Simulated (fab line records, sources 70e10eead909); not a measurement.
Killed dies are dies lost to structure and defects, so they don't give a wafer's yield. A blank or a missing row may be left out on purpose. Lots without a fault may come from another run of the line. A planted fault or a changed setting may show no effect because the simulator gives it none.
A struck lot beside a sound one | flow nand_harc | 34 steps out of a route of 1302
Sound: wafers L931.1, L931.2, L931.4. Struck: wafers L922.1, L922.3, L922.6. The cause comes at the end.
At each step with rows: each side's tool, then ch and its chambers, then its first start. Under that, the readings that differ: sound wafers | struck wafers | difference of the means | sigmas: that difference in standard deviations of wafers without a fault.
alike: readings whose means differ by less than 2 such deviations, and words and numbers that are the same on both sides. not compared: withheld readings, readings that some wafer has no value for, bounds like >300 that may hide the same value, and numbers for which the record gives no deviation and whose values overlap.
The two part at a step that has a row with sigmas, a row that says differs or no value, or rows on one side only. Numbers that don't overlap but have no deviation are shown without sigmas and don't part them. A reading that every wafer of one side lacks parts them only if that side has two wafers or more.

first, 5 steps without rows for these wafers: NHARC_A_ONON_D2_DEP_19 (target thk 1000 nm); NHARC_A_ONON_D2_DEP_22 (target thk 1000 nm); NHARC_A_ONON_D2_DEP_25 (target thk 1000 nm); NHARC_A_ONON_D2_DEP_28 (target thk 1000 nm); NHARC_A_ONON_D2_DEP_33 (deposits SiO2, target thk 200 nm).
NHARC_A_CHANNEL_HOLE_D2_DEP_00: deposits aC, target thk 3100 nm.
  sound on acl_dep-03 ch 0, day 22 08:43; struck on acl_dep-03 ch 0, day 19 03:12
  alike: susceptor_temp_C, throttle_valve_pct
then, 11 steps without rows for these wafers: NHARC_A_CHANNEL_HOLE_D2_DEP_01 (deposits SiON, target thk 140 nm); NHARC_A_CHANNEL_HOLE_D2_DEHYDRATE_02 (time 120 s); NHARC_A_CHANNEL_HOLE_D2_HMDS_03 (time 30 s); NHARC_A_CHANNEL_HOLE_D2_COAT_36 (time 75 s); NHARC_A_CHANNEL_HOLE_D2_COAT_37 (time 65 s); NHARC_A_CHANNEL_HOLE_D2_COAT_04 (resist thk 90 nm); NHARC_A_CHANNEL_HOLE_D2_SOFTBAKE_05 (time 55 s); NHARC_A_CHANNEL_HOLE_D2_EBR_06; NHARC_A_CHANNEL_HOLE_D2_EXPOSE_07 (exposes mask HOLE D2, target cd 100 nm); NHARC_A_CHANNEL_HOLE_D2_PEB_08 (peb time 65 s); NHARC_A_CHANNEL_HOLE_D2_DEVELOP_09 (develop time 35 s).
NHARC_A_CHANNEL_HOLE_D2_INSPECT_12:
  sound on defect_inspect-01, day 22 11:31; struck on defect_inspect-02, day 19 05:51
  reading          | sound | struck      | difference | sigmas
  raw_defect_count | 4 9 2 | 582 538 569 | +558       | +24
then, 14 steps without rows for these wafers: NHARC_A_CHANNEL_HOLE_D2_DESCUM_15 (chemistry O2, time 3 s); NHARC_A_CHANNEL_HOLE_D2_ETCH_38 (etches the open film in CF4, target depth 39 nm, time 65 s); NHARC_A_CHANNEL_HOLE_D2_ETCH_39 (etches the open film in N2/H2, target depth 260 nm, time 325 s); NHARC_A_CHANNEL_HOLE_D2_ETCH_34 (etches the open film in CF4/CHF3, target depth 154 nm, time 77 s); NHARC_A_CHANNEL_HOLE_D2_ETCH_16 (etches the open film in O2/COS, target depth 3100 nm, time 806 s); NHARC_A_CHANNEL_HOLE_D2_ETCH_19 (etches the open film in C4F8/O2/Ar, time 34.5 s); NHARC_A_CHANNEL_HOLE_D2_ETCH_20 (etches the open film in C4F8/O2/Ar, time 361.9 s, target depth 1600 nm); NHARC_A_CHANNEL_HOLE_D2_ETCH_21 (etches the open film in C4F8/O2/Ar, time 514.3 s, target depth 1600 nm); NHARC_A_CHANNEL_HOLE_D2_ETCH_22 (etches the open film in C4F8/O2/Ar, time 666.7 s, target depth 1600 nm); NHARC_A_CHANNEL_HOLE_D2_ETCH_23 (etches the open film in C4F8/O2/Ar, time 819 s, target depth 1600 nm); NHARC_A_CHANNEL_HOLE_D2_ETCH_24 (etches the open film in C4F8/O2/Ar, time 906.2 s, target depth 1500 nm); NHARC_A_CHANNEL_HOLE_D2_ETCH_25 (etches the open film in C4F8/O2/Ar, time 1040.2 s, target depth 1500 nm); NHARC_A_CHANNEL_HOLE_D2_ETCH_26 (etches the open film in C4F8/O2/Ar, time 224.1 s, target depth 300 nm); NHARC_A_CHANNEL_HOLE_D2_ETCH_27 (etches the open film in C4F8/O2/Ar, time 90 s, target depth 400 nm).
NHARC_A_CHANNEL_HOLE_D2_INSPECT_40:
  sound on defect_inspect-02, day 22 22:20; struck on defect_inspect-01, day 19 13:14
  reading          | sound       | struck      | difference | sigmas
  raw_defect_count | 266 213 212 | 781 762 853 | +568       | +7
-- the record jumps here: 10 days lie between the struck wafers' starts before and after (it left off in module A_CHANNEL_HOLE_D2 and takes up again in module END, whose first step shown is number 1302 of the route) --
NHARC_END_SORT_01:
  the record has rows for the struck wafers here (prober-01 ch 0, day 29 20:29) and none for the sound ones

WHERE THEY PART
First at NHARC_A_CHANNEL_HOLE_D2_INSPECT_12; last, within this record, at NHARC_END_SORT_01.

WHY: what the simulator had put in
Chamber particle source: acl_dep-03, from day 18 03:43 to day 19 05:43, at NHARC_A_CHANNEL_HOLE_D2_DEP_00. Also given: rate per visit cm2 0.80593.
